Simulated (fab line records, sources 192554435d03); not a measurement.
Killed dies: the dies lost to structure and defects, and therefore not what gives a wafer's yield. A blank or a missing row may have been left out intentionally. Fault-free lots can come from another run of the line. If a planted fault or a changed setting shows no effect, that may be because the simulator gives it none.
What tool caused it? :: flow n5-finfet :: 24 lots, 72 wafers sampled, at 5 steps of a route of 1938

WHAT THE GAUGES SHOWED, per wafer
N5_BEOL_M4_OCD_MEAS_38. Usual: trench-depth-nm reads 56.0 nm (standard deviation 0.8).
lot: L075
measured: day 8 15:56
on: ocd-02
trench-depth-nm (nm): 56.8 54.0 55.2
flag: 

lot: L074
measured: day 8 18:32
on: ocd-02
trench-depth-nm (nm): 55.6 56.0 57.2
flag: 

lot: L076
measured: day 8 22:01
on: ocd-02
trench-depth-nm (nm): 55.5 56.5 56.9
flag: 

lot: L077
measured: day 9 03:15
on: ocd-02
trench-depth-nm (nm): 56.6 55.8 57.0
flag: 

lot: L079
measured: day 9 08:32
on: ocd-02
trench-depth-nm (nm): 55.8 56.4 55.8
flag: 

lot: L078
measured: day 9 09:14
on: ocd-02
trench-depth-nm (nm): 56.5 56.2 55.0
flag: 

lot: L080
measured: day 9 09:16
on: ocd-01
trench-depth-nm (nm): 53.9 56.3 55.0
flag: 

lot: L082
measured: day 9 13:52
on: ocd-02
trench-depth-nm (nm): 56.3 56.6 56.4
flag: 

lot: L081
measured: day 9 17:40
on: ocd-02
trench-depth-nm (nm): 55.8 54.9 56.6
flag: 

lot: L083
measured: day 10 09:44
on: ocd-01
trench-depth-nm (nm): 56.1 56.8 55.8
flag: 

lot: L085
measured: day 11 07:04
on: ocd-02
trench-depth-nm (nm): 55.9 53.9 55.7
flag: 

lot: L084
measured: day 11 07:09
on: ocd-01
trench-depth-nm (nm): 56.8 55.8 57.1
flag: 

lot: L086
measured: day 11 07:26
on: ocd-02
trench-depth-nm (nm): 56.4 55.1 56.4
flag: 

lot: L087
measured: day 11 10:30
on: ocd-02
trench-depth-nm (nm): 56.0 54.9 55.4
flag: 

lot: L089
measured: day 11 15:03
on: ocd-02
trench-depth-nm (nm): 54.1 55.8 55.3
flag: 

lot: L088
measured: day 11 15:53
on: ocd-02
trench-depth-nm (nm): 56.3 55.7 56.6
flag: 

lot: L091
measured: day 11 22:58
on: ocd-01
trench-depth-nm (nm): 55.7 55.1 55.9
flag: 

lot: L090
measured: day 12 02:56
on: ocd-02
trench-depth-nm (nm): 57.1 56.2 57.4
flag: 

lot: L093
measured: day 12 10:15
on: ocd-01
trench-depth-nm (nm): 56.2 56.6 55.1
flag: 

lot: L092
measured: day 12 10:43
on: ocd-02
trench-depth-nm (nm): 56.0 55.1 56.0
flag: 

lot: L094
measured: day 13 14:04
on: ocd-01
trench-depth-nm (nm): 57.3 56.8 56.1
flag: 

lot: L095
measured: day 13 21:14
on: ocd-02
trench-depth-nm (nm): 55.4 56.7 56.1
flag: 

lot: L097
measured: day 13 23:40
on: ocd-01
trench-depth-nm (nm): 56.2 56.7 57.3
flag: 

lot: L096
measured: day 14 03:47
on: ocd-02
trench-depth-nm (nm): 56.3 55.2 56.1
flag: 

N5_BEOL_M5_OVL_MEAS_12. Usual: M5_OVL -0.6 nm, standard deviation 0.61.
lot: L075
measured: day 8 23:13
on: overlay-02
M5_OVL (nm): -0.5 -0.8 -0.5
flag: 

lot: L074
measured: day 9 02:04
on: overlay-01
M5_OVL (nm): -0.4 -0.8 -0.3
flag: 

lot: L076
measured: day 9 07:19
on: overlay-02
M5_OVL (nm): 0.8 1.0 0.3
flag: 

lot: L077
measured: day 9 10:12
on: overlay-02
M5_OVL (nm): -1.0 -0.7 -0.8
flag: 

lot: L079
measured: day 9 18:03
on: overlay-01
M5_OVL (nm): -1.2 -0.7 -1.6
flag: 

lot: L078
measured: day 9 18:13
on: overlay-01
M5_OVL (nm): -0.8 -0.4 -1.7
flag: 

lot: L080
measured: day 9 18:25
on: overlay-02
M5_OVL (nm): -0.1 0.4 -0.4
flag: 

lot: L082
measured: day 9 21:22
on: overlay-02
M5_OVL (nm): -0.4 0.3 -0.1
flag: 

lot: L081
measured: day 10 03:47
on: overlay-01
M5_OVL (nm): -1.3 -1.9 -1.8
flag: 

lot: L083
measured: day 10 17:13
on: overlay-01
M5_OVL (nm): -0.7 -1.0 -0.8
flag: 

lot: L085
measured: day 11 15:17
on: overlay-01
M5_OVL (nm): 0.1 -1.3 -0.7
flag: 

lot: L084
measured: day 11 15:22
on: overlay-02
M5_OVL (nm): -0.2 -0.6 -0.4
flag: 

lot: L086
measured: day 11 15:25
on: overlay-01
M5_OVL (nm): -0.7 0.6 -0.6
flag: 

lot: L087
measured: day 11 22:59
on: overlay-02
M5_OVL (nm): -1.1 -1.1 -1.4
flag: 

lot: L089
measured: day 11 23:31
on: overlay-01
M5_OVL (nm): 0.5 -1.4 -0.2
flag: 

lot: L088
measured: day 11 23:47
on: overlay-02
M5_OVL (nm): -0.4 -0.2 -0.2
flag: 

lot: L091
measured: day 12 08:49
on: overlay-02
M5_OVL (nm): -0.8 -1.0 0.5
flag: 

lot: L090
measured: day 12 09:49
on: overlay-02
M5_OVL (nm): 0.4 -1.0 -0.3
flag: 

lot: L093
measured: day 12 22:04
on: overlay-01
M5_OVL (nm): -0.1 -0.1 0.0
flag: 

lot: L092
measured: day 12 18:57
on: overlay-02
M5_OVL (nm): -0.1 0.1 -0.3
flag: 

lot: L094
measured: day 13 22:13
on: overlay-01
M5_OVL (nm): -1.7 -1.6 -2.0
flag: 

lot: L095
measured: day 14 04:10
on: overlay-01
M5_OVL (nm): -0.2 -0.2 -0.5
flag: 

lot: L097
measured: day 14 07:53
on: overlay-01
M5_OVL (nm): -1.1 -1.3 -0.7
flag: 

lot: L096
measured: day 14 13:26
on: overlay-02
M5_OVL (nm): -0.1 -1.8 -0.6
flag: 

WHAT TOOL EACH LOT RAN ON (gives the tool, then ch and the chambers of the sampled wafers, and finally the start)
lot: L075
N5_BEOL_M4_ANNEAL_49: pvd-sputter-03, day 8 18:18
N5_BEOL_M4_SPUTTER_88: pvd-sputter-03, day 8 19:06
N5_BEOL_M5_CURE_79: uv-cure-01 ch 0, day 8 22:14

lot: L074
N5_BEOL_M4_ANNEAL_49: pvd-sputter-01, day 8 19:56
N5_BEOL_M4_SPUTTER_88: pvd-sputter-01, day 8 20:44
N5_BEOL_M5_CURE_79: uv-cure-03 ch 0, day 8 23:53

lot: L076
N5_BEOL_M4_ANNEAL_49: pvd-sputter-03, day 9 00:51
N5_BEOL_M4_SPUTTER_88: pvd-sputter-03, day 9 01:39
N5_BEOL_M5_CURE_79: uv-cure-01 ch 1, day 9 04:40

lot: L077
N5_BEOL_M4_ANNEAL_49: pvd-sputter-01, day 9 04:49
N5_BEOL_M4_SPUTTER_88: pvd-sputter-01, day 9 05:37
N5_BEOL_M5_CURE_79: uv-cure-01 ch 2, day 9 08:53

lot: L079
N5_BEOL_M4_ANNEAL_49: pvd-sputter-01, day 9 10:08
N5_BEOL_M4_SPUTTER_88: pvd-sputter-01, day 9 10:56
N5_BEOL_M5_CURE_79: uv-cure-03 ch 0, day 9 15:19

lot: L078
N5_BEOL_M4_ANNEAL_49: pvd-sputter-03, day 9 11:31
N5_BEOL_M4_SPUTTER_88: pvd-sputter-03, day 9 12:19
N5_BEOL_M5_CURE_79: uv-cure-02 ch 0, day 9 15:32

lot: L080
N5_BEOL_M4_ANNEAL_49: pvd-sputter-01, day 9 11:58
N5_BEOL_M4_SPUTTER_88: pvd-sputter-01, day 9 12:46
N5_BEOL_M5_CURE_79: uv-cure-02 ch 2, day 9 16:13

lot: L082
N5_BEOL_M4_ANNEAL_49: pvd-sputter-02, day 9 15:14
N5_BEOL_M4_SPUTTER_88: pvd-sputter-02, day 9 16:02
N5_BEOL_M5_CURE_79: uv-cure-01 ch 0, day 9 19:04

lot: L081
N5_BEOL_M4_ANNEAL_49: pvd-sputter-02, day 9 18:55
N5_BEOL_M4_SPUTTER_88: pvd-sputter-02, day 9 19:43
N5_BEOL_M5_CURE_79: uv-cure-01 ch 0, day 9 22:58

lot: L083
N5_BEOL_M4_ANNEAL_49: pvd-sputter-02, day 10 11:18
N5_BEOL_M4_SPUTTER_88: pvd-sputter-02, day 10 12:06
N5_BEOL_M5_CURE_79: uv-cure-03 ch 0, day 10 15:20

lot: L085
N5_BEOL_M4_ANNEAL_49: pvd-sputter-03, day 11 07:55
N5_BEOL_M4_SPUTTER_88: pvd-sputter-03, day 11 08:43
N5_BEOL_M5_CURE_79: uv-cure-03 ch 2, day 11 12:02

lot: L084
N5_BEOL_M4_ANNEAL_49: pvd-sputter-02, day 11 08:13
N5_BEOL_M4_SPUTTER_88: pvd-sputter-02, day 11 09:01
N5_BEOL_M5_CURE_79: uv-cure-03 ch 1, day 11 12:35

lot: L086
N5_BEOL_M4_ANNEAL_49: pvd-sputter-01, day 11 08:19
N5_BEOL_M4_SPUTTER_88: pvd-sputter-01, day 11 09:07
N5_BEOL_M5_CURE_79: uv-cure-02 ch 1, day 11 12:40

lot: L087
N5_BEOL_M4_ANNEAL_49: pvd-sputter-02, day 11 14:04
N5_BEOL_M4_SPUTTER_88: pvd-sputter-02, day 11 14:52
N5_BEOL_M5_CURE_79: uv-cure-03 ch 0, day 11 18:13

lot: L089
N5_BEOL_M4_ANNEAL_49: pvd-sputter-03, day 11 16:08
N5_BEOL_M4_SPUTTER_88: pvd-sputter-03, day 11 16:56
N5_BEOL_M5_CURE_79: uv-cure-01 ch 2, day 11 20:14

lot: L088
N5_BEOL_M4_ANNEAL_49: pvd-sputter-01, day 11 17:33
N5_BEOL_M4_SPUTTER_88: pvd-sputter-01, day 11 18:21
N5_BEOL_M5_CURE_79: uv-cure-02 ch 2, day 11 21:21

lot: L091
N5_BEOL_M4_ANNEAL_49: pvd-sputter-01, day 12 00:34
N5_BEOL_M4_SPUTTER_88: pvd-sputter-01, day 12 01:22
N5_BEOL_M5_CURE_79: uv-cure-01 ch 1, day 12 04:22

lot: L090
N5_BEOL_M4_ANNEAL_49: pvd-sputter-02, day 12 04:18
N5_BEOL_M4_SPUTTER_88: pvd-sputter-02, day 12 05:06
N5_BEOL_M5_CURE_79: uv-cure-03 ch 2, day 12 08:06

lot: L093
N5_BEOL_M4_ANNEAL_49: pvd-sputter-03, day 12 16:47
N5_BEOL_M4_SPUTTER_88: pvd-sputter-03, day 12 17:35
N5_BEOL_M5_CURE_79: uv-cure-02 ch 1, day 12 20:35

lot: L092
N5_BEOL_M4_ANNEAL_49: pvd-sputter-01, day 12 13:26
N5_BEOL_M4_SPUTTER_88: pvd-sputter-01, day 12 14:14
N5_BEOL_M5_CURE_79: uv-cure-03 ch 1, day 12 17:15

lot: L094
N5_BEOL_M4_ANNEAL_49: pvd-sputter-01, day 13 15:46
N5_BEOL_M4_SPUTTER_88: pvd-sputter-01, day 13 16:34
N5_BEOL_M5_CURE_79: uv-cure-03 ch 1, day 13 19:38

lot: L095
N5_BEOL_M4_ANNEAL_49: pvd-sputter-01, day 13 22:47
N5_BEOL_M4_SPUTTER_88: pvd-sputter-01, day 13 23:35
N5_BEOL_M5_CURE_79: uv-cure-02 ch 2, day 14 02:43

lot: L097
N5_BEOL_M4_ANNEAL_49: pvd-sputter-03, day 14 01:27
N5_BEOL_M4_SPUTTER_88: pvd-sputter-03, day 14 02:15
N5_BEOL_M5_CURE_79: uv-cure-02 ch 2, day 14 05:20

lot: L096
N5_BEOL_M4_ANNEAL_49: pvd-sputter-03, day 14 05:47
N5_BEOL_M4_SPUTTER_88: pvd-sputter-03, day 14 06:35
N5_BEOL_M5_CURE_79: uv-cure-01 ch 1, day 14 10:02
- N5_BEOL_M4_ANNEAL_49: time 240 s.
- N5_BEOL_M4_SPUTTER_88: material Cu, target thk 4.5 nm, time 8.29 s.
- N5_BEOL_M5_CURE_79: cures SiCOH lowk, time 240 s.

WHAT THE TOOLS THEMSELVES READ (means of the sampled wafers that have a number; where no wafer has one, the mark that the record gives instead)
N5_BEOL_M4_ANNEAL_49. Usual: heater-power-w 792 W, standard deviation 51; susceptor-temp-C 400.01 C, standard deviation 0.22.
lot: L075
tool: pvd-sputter-03
heater-power-w (W): 791
susceptor-temp-C (C): 399.95
flag: 

lot: L074
tool: pvd-sputter-01
heater-power-w (W): 817
susceptor-temp-C (C): 400.02
flag: 

lot: L076
tool: pvd-sputter-03
heater-power-w (W): 789
susceptor-temp-C (C): 399.97
flag: 

lot: L077
tool: pvd-sputter-01
heater-power-w (W): 749
susceptor-temp-C (C): 399.87
flag: 

lot: L079
tool: pvd-sputter-01
heater-power-w (W): 804
susceptor-temp-C (C): 399.97
flag: 

lot: L078
tool: pvd-sputter-03
heater-power-w (W): 792
susceptor-temp-C (C): 400.13
flag: 

lot: L080
tool: pvd-sputter-01
heater-power-w (W): 779
susceptor-temp-C (C): 400.13
flag: 

lot: L082
tool: pvd-sputter-02
heater-power-w (W): 745
susceptor-temp-C (C): 400.01
flag: 

lot: L081
tool: pvd-sputter-02
heater-power-w (W): 779
susceptor-temp-C (C): 400.10
flag: 

lot: L083
tool: pvd-sputter-02
heater-power-w (W): 778
susceptor-temp-C (C): 399.98
flag: 

lot: L085
tool: pvd-sputter-03
heater-power-w (W): 787
susceptor-temp-C (C): 399.97
flag: 

lot: L084
tool: pvd-sputter-02
heater-power-w (W): 721
susceptor-temp-C (C): 400.04
flag: 

lot: L086
tool: pvd-sputter-01
heater-power-w (W): 759
susceptor-temp-C (C): 399.88
flag: 

lot: L087
tool: pvd-sputter-02
heater-power-w (W): 734
susceptor-temp-C (C): 400.08
flag: 

lot: L089
tool: pvd-sputter-03
heater-power-w (W): 771
susceptor-temp-C (C): 399.97
flag: 

lot: L088
tool: pvd-sputter-01
heater-power-w (W): 779
susceptor-temp-C (C): 399.95
flag: 

lot: L091
tool: pvd-sputter-01
heater-power-w (W): 806
susceptor-temp-C (C): 399.87
flag: 

lot: L090
tool: pvd-sputter-02
heater-power-w (W): 800
susceptor-temp-C (C): 400.02
flag: 

lot: L093
tool: pvd-sputter-03
heater-power-w (W): 775
susceptor-temp-C (C): 400.18
flag: 

lot: L092
tool: pvd-sputter-01
heater-power-w (W): 797
susceptor-temp-C (C): 400.24
flag: 

lot: L094
tool: pvd-sputter-01
heater-power-w (W): 810
susceptor-temp-C (C): 400.13
flag: 

lot: L095
tool: pvd-sputter-01
heater-power-w (W): 777
susceptor-temp-C (C): 399.97
flag: 

lot: L097
tool: pvd-sputter-03
heater-power-w (W): 802
susceptor-temp-C (C): 399.99
flag: 

lot: L096
tool: pvd-sputter-03
heater-power-w (W): 811
susceptor-temp-C (C): 399.95
flag: 

N5_BEOL_M4_SPUTTER_88. Usual: substrate-temp-c -19.99 C, standard deviation 0.11; susceptor-temp-C -19.99 C, standard deviation 0.1; throttle-valve-pct 30.7 %, standard deviation 0.82.
lot: L075
tool: pvd-sputter-03
substrate-temp-c (C): -19.97
susceptor-temp-C (C): -20.09
throttle-valve-pct (%): 30.9
flag: 

lot: L074
tool: pvd-sputter-01
substrate-temp-c (C): -19.92
susceptor-temp-C (C): -20.05
throttle-valve-pct (%): 30.2
flag: 

lot: L076
tool: pvd-sputter-03
substrate-temp-c (C): -19.99
susceptor-temp-C (C): -19.94
throttle-valve-pct (%): 30.9
flag: 

lot: L077
tool: pvd-sputter-01
substrate-temp-c (C): -19.89
susceptor-temp-C (C): -20.01
throttle-valve-pct (%): 30.2
flag: 

lot: L079
tool: pvd-sputter-01
substrate-temp-c (C): -19.91
susceptor-temp-C (C): -19.96
throttle-valve-pct (%): 30.0
flag: 

lot: L078
tool: pvd-sputter-03
substrate-temp-c (C): -19.95
susceptor-temp-C (C): -20.00
throttle-valve-pct (%): 30.9
flag: 

lot: L080
tool: pvd-sputter-01
substrate-temp-c (C): -19.97
susceptor-temp-C (C): -19.98
throttle-valve-pct (%): 30.1
flag: 

lot: L082
tool: pvd-sputter-02
substrate-temp-c (C): -19.93
susceptor-temp-C (C): -20.07
throttle-valve-pct (%): 30.6
flag: 

lot: L081
tool: pvd-sputter-02
substrate-temp-c (C): -19.92
susceptor-temp-C (C): -20.00
throttle-valve-pct (%): 31.4
flag: 

lot: L083
tool: pvd-sputter-02
substrate-temp-c (C): -20.03
susceptor-temp-C (C): -20.00
throttle-valve-pct (%): 31.4
flag: 

lot: L085
tool: pvd-sputter-03
substrate-temp-c (C): -19.98
susceptor-temp-C (C): -20.02
throttle-valve-pct (%): 30.9
flag: 

lot: L084
tool: pvd-sputter-02
substrate-temp-c (C): -19.99
susceptor-temp-C (C): -20.03
throttle-valve-pct (%): 31.2
flag: 

lot: L086
tool: pvd-sputter-01
substrate-temp-c (C): -19.97
susceptor-temp-C (C): -20.11
throttle-valve-pct (%): 29.8
flag: 

lot: L087
tool: pvd-sputter-02
substrate-temp-c (C): -20.12
susceptor-temp-C (C): -20.07
throttle-valve-pct (%): 31.0
flag: 

lot: L089
tool: pvd-sputter-03
substrate-temp-c (C): -20.02
susceptor-temp-C (C): -19.93
throttle-valve-pct (%): 30.9
flag: 

lot: L088
tool: pvd-sputter-01
substrate-temp-c (C): -19.96
susceptor-temp-C (C): -19.95
throttle-valve-pct (%): 30.4
flag: 

lot: L091
tool: pvd-sputter-01
substrate-temp-c (C): -19.95
susceptor-temp-C (C): -20.01
throttle-valve-pct (%): 30.2
flag: 

lot: L090
tool: pvd-sputter-02
substrate-temp-c (C): -20.06
susceptor-temp-C (C): -20.00
throttle-valve-pct (%): 31.3
flag: 

lot: L093
tool: pvd-sputter-03
substrate-temp-c (C): -20.02
susceptor-temp-C (C): -20.06
throttle-valve-pct (%): 30.8
flag: 

lot: L092
tool: pvd-sputter-01
substrate-temp-c (C): -19.96
susceptor-temp-C (C): -19.93
throttle-valve-pct (%): 30.2
flag: 

lot: L094
tool: pvd-sputter-01
substrate-temp-c (C): -19.98
susceptor-temp-C (C): -19.99
throttle-valve-pct (%): 30.0
flag: 

lot: L095
tool: pvd-sputter-01
substrate-temp-c (C): -20.09
susceptor-temp-C (C): -20.01
throttle-valve-pct (%): 30.0
flag: 

lot: L097
tool: pvd-sputter-03
substrate-temp-c (C): -20.04
susceptor-temp-C (C): -19.99
throttle-valve-pct (%): 31.3
flag: 

lot: L096
tool: pvd-sputter-03
substrate-temp-c (C): -20.00
susceptor-temp-C (C): -19.87
throttle-valve-pct (%): 31.3
flag: 

N5_BEOL_M5_CURE_79. Usual: lamp-power-pct 52.31 %, standard deviation 0.057; wafer_temp_C_max 387.2, standard deviation 0.63.
lot: L075
tool: uv-cure-01
lamp-power-pct (%): 52.33
wafer_temp_C_max: 387.3
flag: 

lot: L074
tool: uv-cure-03
lamp-power-pct (%): 52.31
wafer_temp_C_max: 387.6
flag: 

lot: L076
tool: uv-cure-01
lamp-power-pct (%): 52.34
wafer_temp_C_max: 387.1
flag: 

lot: L077
tool: uv-cure-01
lamp-power-pct (%): 52.36
wafer_temp_C_max: 386.6
flag: 

lot: L079
tool: uv-cure-03
lamp-power-pct (%): 52.33
wafer_temp_C_max: 387.0
flag: 

lot: L078
tool: uv-cure-02
lamp-power-pct (%): 52.29
wafer_temp_C_max: 386.9
flag: 

lot: L080
tool: uv-cure-02
lamp-power-pct (%): 52.30
wafer_temp_C_max: 387.1
flag: 

lot: L082
tool: uv-cure-01
lamp-power-pct (%): 52.29
wafer_temp_C_max: 388.0
flag: 

lot: L081
tool: uv-cure-01
lamp-power-pct (%): 52.30
wafer_temp_C_max: 388.1
flag: 

lot: L083
tool: uv-cure-03
lamp-power-pct (%): 52.32
wafer_temp_C_max: 387.1
flag: 

lot: L085
tool: uv-cure-03
lamp-power-pct (%): 52.36
wafer_temp_C_max: 386.8
flag: 

lot: L084
tool: uv-cure-03
lamp-power-pct (%): 52.35
wafer_temp_C_max: 387.7
flag: 

lot: L086
tool: uv-cure-02
lamp-power-pct (%): 52.31
wafer_temp_C_max: 388.7
flag: 

lot: L087
tool: uv-cure-03
lamp-power-pct (%): 52.31
wafer_temp_C_max: 387.3
flag: 

lot: L089
tool: uv-cure-01
lamp-power-pct (%): 52.28
wafer_temp_C_max: 386.4
flag: 

lot: L088
tool: uv-cure-02
lamp-power-pct (%): 52.29
wafer_temp_C_max: 386.3
flag: 

lot: L091
tool: uv-cure-01
lamp-power-pct (%): 52.32
wafer_temp_C_max: 386.8
flag: 

lot: L090
tool: uv-cure-03
lamp-power-pct (%): 52.27
wafer_temp_C_max: 387.0
flag: 

lot: L093
tool: uv-cure-02
lamp-power-pct (%): 52.34
wafer_temp_C_max: 387.8
flag: 

lot: L092
tool: uv-cure-03
lamp-power-pct (%): 52.25
wafer_temp_C_max: 387.1
flag: 

lot: L094
tool: uv-cure-03
lamp-power-pct (%): 52.30
wafer_temp_C_max: 387.3
flag: 

lot: L095
tool: uv-cure-02
lamp-power-pct (%): 52.41
wafer_temp_C_max: 387.0
flag: 

lot: L097
tool: uv-cure-02
lamp-power-pct (%): 52.31
wafer_temp_C_max: 386.8
flag: 

lot: L096
tool: uv-cure-01
lamp-power-pct (%): 52.34
wafer_temp_C_max: 386.7
flag: 

THE ANSWER, worked out from the rows above alone
Rule: a lot is off if the mean of its wafers that have a number lies more than 3 standard deviations from the usual mean. A lot without any number at a reading at which 4 lots or more have one is off too. All remaining lots with rows at the step are treated as sound. The gauges are gone through in route order, then the tools' own readings, and for those a lot's mean is taken as printed above. At the first step where some lot is off, the reading lying furthest off is the one used; lots without a number count as furthest.
No lot is off at any reading shown: from this, nothing can be told.

WHAT THE SIMULATOR HAD INSERTED
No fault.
